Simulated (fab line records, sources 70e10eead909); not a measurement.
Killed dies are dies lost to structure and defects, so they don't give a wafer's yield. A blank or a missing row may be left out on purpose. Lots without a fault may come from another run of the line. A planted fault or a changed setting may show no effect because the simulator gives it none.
Tool commonality check | flow nand_harc | 1 lot, 3 wafers sampled

WHY IT WAS OPENED
At NHARC_END_SORT_01 the reading killed_at_periphery is flagged on 1 of 1 lot. Wafers without a fault read 4.2, standard deviation 2.5.
Rule: a lot is flagged when every wafer of it that has a number lies more than 4 standard deviations from that mean, or none has a number. The other lots count as sound.

lot  | measured     | on        | killed_at_periphery, wafer by wafer | flag
L290 | day 27 10:19 | prober-02 | 614 630 628                         | FLAGGED
The numbers of the flagged lots are 624.0 on average: +619.8 against the usual, or +99 or more standard deviations.

WHICH TOOL RAN EACH LOT
The record holds 2 process steps before the reading, out of a route of 1302 steps. In each cell: the tool, then ch and the chambers that the sampled wafers went through, then the start.
lot  | flag    | NHARC_P_STI_CMP_21         | NHARC_P_GATE_EXPOSE_08
L290 | FLAGGED | cmp-02 ch 1,3, day 7 01:40 | krf_scanner-03 ch 0, day 7 18:17
What these steps do:
- NHARC_P_STI_CMP_21: polishes, t overpolish 20 s, target thk 380.67 nm.
- NHARC_P_GATE_EXPOSE_08: exposes mask P HV.
- NHARC_END_SORT_01

FLAGGED OVER TOTAL, TOOL BY TOOL (the gauges that took the reading come last)
step                   | tool           | lots run | flagged | share of the flagged lots | sound lots run after its first flagged lot
NHARC_P_STI_CMP_21     | cmp-02         | 1        | 1       | all                       | 0
NHARC_P_GATE_EXPOSE_08 | krf_scanner-03 | 1        | 1       | all                       | 0
NHARC_END_SORT_01      | prober-02      | 1        | 1       | all                       | 0

WHAT THE TABLE ALLOWS
3 rows of the table ran every flagged lot: cmp-02 at NHARC_P_STI_CMP_21, krf_scanner-03 at NHARC_P_GATE_EXPOSE_08, prober-02 at NHARC_END_SORT_01.
- cmp-02 at NHARC_P_STI_CMP_21: 1 of its 1 lot flagged. It ran no sound lot before its first flagged lot in this sample, so the start can't be narrowed down.
- krf_scanner-03 at NHARC_P_GATE_EXPOSE_08: 1 of its 1 lot flagged. It ran no sound lot before its first flagged lot in this sample, so the start can't be narrowed down.
- prober-02 at NHARC_END_SORT_01: 1 of its 1 lot flagged. It ran no sound lot before its first flagged lot in this sample, so the start can't be narrowed down.
Counting lots can't tell these 3 tools apart, because each fits a fault that began at some hour. More lots, or a look at what each step does to the wafer, might.

WHAT THE SIMULATOR HAD PUT IN
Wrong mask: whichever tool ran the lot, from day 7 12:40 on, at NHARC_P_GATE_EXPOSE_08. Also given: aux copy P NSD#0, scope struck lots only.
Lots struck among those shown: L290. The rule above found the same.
